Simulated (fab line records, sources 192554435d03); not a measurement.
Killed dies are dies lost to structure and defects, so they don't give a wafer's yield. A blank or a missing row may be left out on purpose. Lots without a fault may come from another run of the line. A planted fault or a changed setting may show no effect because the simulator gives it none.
fab line records | flow n5_finfet
record lots=14 wafers=38 last_day=18
route steps=1938 shown DUMMY_GATE@245 SPACER0@258
lots that met no fault: from a run of the same line without faults
start_h: hours from the record's first day to the start of the lot's first wafer shown | wait_h: hours since the lot's step before | " the same as in the row above | L1.1+2: a row that stands for several wafers | - no value, or no start given | * or withheld: withheld | < > ~ a bound
route shown NAME@n: a module of which the file shows steps, and the number in the route of the first | usual: mean/standard deviation of fault-free wafers | same: alike in all rows | chamber/n: place in a boat | sites: the reading at each site | _std_site: their standard deviation | _edge_site: outer sites' mean less inner sites' | radius_mm: how far each site lies from the wafer's centre | mask NAME#n: copy n | behind: the tool/chamber that last shaped the wafer | hold: why the lot was held/for how many hours/how that ended | device: the transistor (n, p or np) that didn't switch | end of line: the same wafers' tests at the end of the route | a step without rows: its recipe alone | killed: dies lost to structure and defects at the first sort, not the wafer's yield | map: a wafer's dies, x killed, . not, _ none there
set.NAME: the setting as run; set.NAME@STEP: as run at that earlier step | model.NAME: the simulator's own value behind a step, which no gauge read
steps of the route over a sample of lots; a table a step, a row a wafer
services: from which hour (start_h, from the record's first day; less than 0 if before it) a tool's chamber was out of use, for how many hours, and why
## steps
# step N5_DUMMY_GATE_HM_OPEN_21
# recipe chemistry=CH3F/O2 target=SiNx target_depth_a=1200 Ar_flow_sccm=150 CH3F_flow_sccm=30 O2_flow_sccm=23 time_s=171.4 pressure_mtorr=30 source_w=395 bias_w=73 ion_energy_ev=120.7
# usual chamber_pressure_mTorr=29.998/0.026 drypump_motor_current_A=5.4/0.42 oes_product_au=0.80/0.1 rf_vpp_V=301/7.1 showerhead_plenum_p_Torr=1.99/0.069 throttle_valve_pct=16.52/0.24
# columns lot.wafer tool chamber start_h wait_h chamber_pressure_mTorr drypump_motor_current_A oes_product_au rf_hours_counter_h rf_vpp_V showerhead_plenum_p_Torr throttle_valve_pct
L296.2 rie_diel-01 0 57.42 0.0 29.993 5.3 0.69 226 307 1.89 16.69
L296.5 " 1 " " 29.992 5.1 0.77 - 301 1.97 16.83
L296.6 " 0 " " 30.016 5.4 0.70 - 305 1.89 16.68
L297.4 rie_diel-04 1 66.97 0.0 29.980 5.6 0.82 105 303 2.03 16.43
L297.5 " 2 " " 30.036 4.8 0.71 - 290 1.90 16.29
L297.6 " 1 " " 29.978 5.6 0.82 - 306 2.03 16.43
L298.1 rie_diel-03 0 71.05 0.0 29.966 5.0 0.70 244 291 1.90 16.57
L298.3 " 1 " " 30.022 5.6 0.76 163 305 2.01 16.61
L298.6 " 2 " " 30.033 5.1 0.86 - 294 2.05 16.46
L301.3 rie_diel-03 0 82.77 0.0 30.026 5.0 0.70 247 289 1.90 16.59
L301.4 " 3 " " 30.009 6.2 0.88 18 300 2.00 16.51
L301.5 " 0 " " 29.974 5.0 0.70 - 289 1.90 16.58
L302.2 rie_diel-04 3 88.23 0.0 30.007 6.4 0.78 116 296 2.03 16.60
L302.3 " 1 " " 30.009 5.6 0.81 110 304 2.03 16.46
L302.5 " 0 " " 29.975 5.3 0.71 - 305 2.07 16.82
L308.1 rie_diel-03 1 126.99 0.0 29.979 5.6 0.74 182 305 2.00 16.62
L308.2 " 3 " " 29.991 6.2 0.85 33 302 1.99 16.53
L308.4 " 0 " " 30.002 5.0 0.97 8 296 2.15 16.17
L310.3 rie_diel-01 1 137.75 0.0 30.022 5.1 0.75 143 303 1.96 16.88
L310.4 " 2 " " 29.979 5.4 0.97 - 315 1.96 16.07
L311.1 rie_diel-04 3 141.57 0.0 29.966 6.4 0.77 132 295 2.02 16.61
L311.2 " 1 " " 30.031 5.6 0.79 126 306 2.02 16.47
L311.6 " 1 " " 30.038 5.7 0.80 - 305 2.02 16.45
L312.2 rie_diel-01 2 147.91 0.0 30.048 5.4 0.95 11 316 1.96 16.08
L312.3 " 0 " " 29.995 5.4 0.67 256 306 1.88 16.74
L312.4 " 2 " " 29.969 5.5 0.95 - 315 1.96 16.06
L313.2 rie_diel-01 2 154.48 0.0 30.045 5.5 0.95 14 314 1.96 16.08
L313.4 " 1 " " 30.002 5.1 0.73 - 300 1.96 16.90
L313.6 " 3 " " 30.001 5.6 1.01 - 292 2.09 16.06
L314.5 rie_diel-04 1 161.09 0.1 29.995 5.6 0.80 - 304 2.02 16.47
L314.6 " 2 " " 30.023 4.7 0.71 - 289 1.89 16.32
L315.2 rie_diel-01 1 168.07 0.0 30.008 5.1 0.74 155 302 1.96 16.90
L315.5 " 1 " " 29.993 5.1 0.74 - 302 1.96 16.91
L316.1 rie_diel-01 1 174.81 0.0 29.974 5.1 0.74 157 299 1.95 16.91
L316.4 " 3 " " 30.027 5.6 0.96 - 294 2.08 16.10
L317.1 rie_diel-04 1 178.42 0.0 30.045 5.6 0.79 136 304 2.02 16.48
L317.3 " 0 " " 29.969 5.3 0.93 14 304 2.07 16.46
L317.5 " 2 " " 29.992 4.7 0.69 - 292 1.89 16.32
# step N5_DUMMY_GATE_ETCH_44
# recipe chemistry=HBr/O2 over_etch_frac=0.7 target_depth_a=1275 stop_on=SiO2 ion_energy_ev=60 bias_w=20 target=poly-Si mask_material=SiO2 pressure_mtorr=20 icp_w=400 HBr_flow_sccm=120 O2_flow_sccm=10
# usual chamber_pressure_mTorr=20.000/0.022 drypump_motor_current_A=5.7/0.54 oes_product_au=0.728/0.012 throttle_valve_pct=18.38/0.2
# columns lot.wafer tool chamber start_h wait_h chamber_pressure_mTorr drypump_motor_current_A oes_product_au rf_hours_counter_h throttle_valve_pct
L296.2 rie_si-04 0 57.67 0.0 19.999 5.7 0.737 165 18.37
L296.5 " 2 " " 20.024 5.0 0.744 - 18.54
L296.6 " 1 " " 20.006 5.2 0.717 - 18.35
L297.4 rie_si-06 0 67.22 0.0 19.990 5.7 0.736 143 18.62
L297.5 " 0 " " 20.018 5.7 0.722 - 18.62
L297.6 " 1 " " 20.001 6.6 0.715 - 18.57
L298.1 rie_si-04 1 71.30 0.0 20.017 5.2 0.719 72 18.35
L298.3 " 0 " " 20.008 5.6 0.729 165 18.36
L298.6 " 0 " " 20.013 5.7 0.743 - 18.36
L301.3 rie_si-05 0 83.02 0.0 19.984 5.5 0.712 94 18.64
L301.4 " 1 " " 19.982 5.2 0.737 179 18.15
L301.5 " 2 " " 19.996 5.1 0.715 - 18.02
L302.2 rie_si-05 1 88.48 0.0 20.005 5.2 0.734 179 18.15
L302.3 " 2 " " 20.034 5.1 0.736 77 18.04
L302.5 " 1 " " 20.013 5.2 0.738 - 18.17
L308.1 rie_si-04 0 127.24 0.0 19.968 5.7 0.751 166 18.36
L308.2 " 1 " " 19.986 5.2 0.716 72 18.36
L308.4 " 3 " " 19.960 5.7 0.738 7 18.16
L310.3 rie_si-04 1 138.00 0.0 19.978 5.2 0.721 73 18.36
L310.4 " 1 " " 20.021 5.2 0.724 - 18.37
L311.1 rie_si-04 0 141.82 0.0 20.012 5.7 0.746 166 18.36
L311.2 " 3 " " 19.955 5.7 0.725 7 18.19
L311.6 " 0 " " 20.048 5.6 0.735 - 18.34
L312.2 rie_si-06 1 148.16 0.0 20.014 6.6 0.728 47 18.57
L312.3 " 2 " " 20.005 6.7 0.719 150 18.23
L312.4 " 3 " " 19.997 5.4 0.732 143 18.46
L313.2 rie_si-05 2 154.73 0.0 19.998 5.1 0.720 78 18.04
L313.4 " 0 " " 20.012 5.5 0.723 95 18.65
L313.6 " 0 " " 20.011 5.5 0.740 - 18.65
L314.5 rie_si-06 3 161.31 0.0 20.006 5.4 0.745 - 18.45
L314.6 " 0 " " 20.020 5.7 0.732 - 18.62
L315.2 rie_si-05 2 168.32 0.0 19.998 5.1 0.724 78 18.01
L315.5 " 2 " " 19.991 5.1 0.706 - 18.02
L316.1 rie_si-05 0 175.06 0.0 20.028 5.5 0.730 96 18.64
L316.4 " 2 " " 20.020 5.1 0.737 78 18.01
L317.1 rie_si-06 0 178.67 0.0 20.011 5.7 0.739 145 18.62
L317.3 " 3 " " 20.009 5.4 0.723 144 18.46
L317.5 " 2 " " 19.997 6.7 0.719 - 18.25
# step N5_SPACER0_ALD_07
# recipe material=SiNx target_thk_a=20 temp_c=400 ald_precursor_family=SiH2I2 ald_co_reactant=N2/H2-plasma pressure_torr=2
# usual heater_power_w=807/73
# columns lot.wafer tool chamber start_h wait_h heater_power_w
L296.2 ald_sin-02 1 58.10 0.0 847
L296.5 " 2 " " 801
L296.6 " 3 " " 933
L297.4 ald_sin-04 2 67.72 0.1 769
L297.5 " 3 " " 687
L297.6 " 0 " " 677
L298.1 ald_sin-04 1 72.69 1.0 838
L298.3 " 3 " " 678
L298.6 " 3 " " 658
L301.3 ald_sin-01 0 83.46 0.0 794
L301.4 " 3 " " 805
L301.5 " 1 " " 838
L302.2 ald_sin-01 3 88.99 0.1 817
L302.3 " 1 " " 834
L302.5 " 3 " " 818
L308.1 ald_sin-04 2 127.67 0.0 771
L308.2 " 1 " " 846
L308.4 " 2 " " 786
L310.3 ald_sin-02 2 138.70 0.0 842
L310.4 " 1 " " 816
L311.1 ald_sin-04 2 142.83 0.4 780
L311.2 " 0 " " 678
L311.6 " 2 " " 787
L312.2 ald_sin-01 0 148.64 0.0 809
L312.3 " 2 " " 888
L312.4 " 3 " " 807
L313.2 ald_sin-01 0 155.70 0.6 794
L313.4 " 2 " " 904
L313.6 " 1 " " 836
L314.5 ald_sin-04 3 162.10 0.4 672
L314.6 " 0 " " 711
L315.2 ald_sin-01 0 168.75 0.0 792
L315.5 " 0 " " 787
L316.1 ald_sin-02 1 175.50 0.0 826
L316.4 " 0 " " 798
L317.1 ald_sin-02 0 180.20 1.0 797
L317.3 " 3 " " 928
L317.5 " 3 " " 943
# step N5_SPACER0_ALD_00
# recipe material=SiOCN target_thk_a=35 temp_c=400 ald_precursor_family=alkyl-aminosilane ald_co_reactant=O2/N2-plasma pulse_time_s=3 purge_time_s=2 co_reactant_purge_time_s=2 ald_cycles=58 pressure_torr=2
# usual heater_power_w=808/73 precursor_pulse_height_rel=0.996/0.019
# columns lot.wafer tool chamber start_h wait_h heater_power_w precursor_pulse_height_rel
L296.2 ald_sin-02 1 58.25 0.1 842 0.974
L296.5 " 2 " " 774 0.970
L296.6 " 3 " " 931 1.002
L297.4 ald_sin-04 2 67.87 0.1 781 0.956
L297.5 " 3 " " 669 0.983
L297.6 " 0 " " 669 1.017
L298.1 ald_sin-04 1 72.84 0.1 867 0.955
L298.3 " 3 " " 682 0.974
L298.6 " 3 " " 681 1.017
L301.3 ald_sin-01 0 83.61 0.1 803 0.988
L301.4 " 3 " " 806 0.990
L301.5 " 1 " " 844 0.988
L301.3 ald_sin-01 0 84.15 0.4 811 1.001
L301.4 " 3 " " 818 1.016
L301.5 " 1 " " 828 0.976
L302.2 ald_sin-01 3 89.14 0.1 812 1.013
L302.3 " 1 " " 819 0.957
L302.5 " 3 " " 795 0.984
L302.2 ald_sin-01 3 89.62 0.3 821 1.018
L302.3 " 1 " " 824 1.011
L302.5 " 3 " " 820 1.035
L308.1 ald_sin-04 2 127.83 0.1 776 0.997
L308.2 " 1 " " 837 0.983
L308.4 " 2 " " 771 1.001
L310.3 ald_sin-02 2 138.85 0.1 860 0.984
L310.4 " 1 " " 822 0.999
L311.1 ald_sin-04 2 142.98 0.1 783 0.975
L311.2 " 0 " " 684 0.996
L311.6 " 2 " " 780 0.982
L312.2 ald_sin-01 0 148.79 0.1 811 1.019
L312.3 " 2 " " 886 1.030
L312.4 " 3 " " 816 0.983
L313.2 ald_sin-01 0 155.85 0.1 809 1.005
L313.4 " 2 " " 883 1.028
L313.6 " 1 " " 842 1.006
L314.5 ald_sin-04 3 162.30 0.1 682 1.039
L314.6 " 0 " " 704 0.951
L315.2 ald_sin-01 0 168.90 0.1 796 1.010
L315.5 " 0 " " 789 0.983
L316.1 ald_sin-02 1 175.66 0.1 841 1.028
L316.4 " 0 " " 785 0.994
L317.1 ald_sin-02 0 180.35 0.1 807 1.011
L317.3 " 3 " " 929 0.998
L317.5 " 3 " " 932 0.998
## services
# columns tool chamber start_h hours kind
rie_diel-04 - 52.58 0.2 repair
rie_diel-03 0 55.84 5.4 repair
ald_sin-02 - 62.02 2.1 repair
ald_sin-01 - 62.04 2.5 repair
rie_si-06 - 70.44 0.3 repair
ald_sin-02 - 85.49 14.0 pm
ald_sin-02 0 85.49 14.0 vent_cycle
ald_sin-04 - 89.69 1.2 repair
rie_si-06 2 90.65 7.5 repair
rie_si-04 - 91.00 14.6 pm
rie_diel-04 2 96.27 15.7 repair
rie_si-05 2 98.46 6.1 repair
ald_sin-01 - 112.61 0.8 repair
ald_sin-04 3 123.68 6.9 repair
rie_si-05 - 133.79 0.1 repair
rie_diel-04 - 136.35 1.1 repair
rie_si-06 2 139.66 1.6 repair
rie_diel-04 - 167.56 0.5 repair
rie_si-04 2 177.00 1.5 repair
ald_sin-01 - 177.04 14.0 pm
ald_sin-01 0 177.04 14.0 vent_cycle
ald_sin-01 1 177.04 14.0 vent_cycle
ald_sin-01 2 177.04 14.0 vent_cycle
ald_sin-01 3 177.04 14.0 vent_cycle
## key
first_sign step=N5_SPACER0_ALD_00 reading=visit direction=added
effect none on later readings
met_at N5_SPACER0_ALD_00
struck_lots L301,L302
sort_left_out L301.3,L301.4,L301.5,L302.2,L302.3,L302.5
not_acting_at N5_DUMMY_GATE_HM_OPEN_21,N5_DUMMY_GATE_ETCH_44,N5_SPACER0_ALD_07
fault kind=repeated_step_whole tool=ald_sin-01,ald_sin-02,ald_sin-04 chamber=- onset_h=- steps=N5_SPACER0_ALD_00 times=1 scope=struck_lots_only
# sort_left_out: the simulated sort isn't trusted on such a fault, so these wafers' sort isn't shown, and their yield isn't known
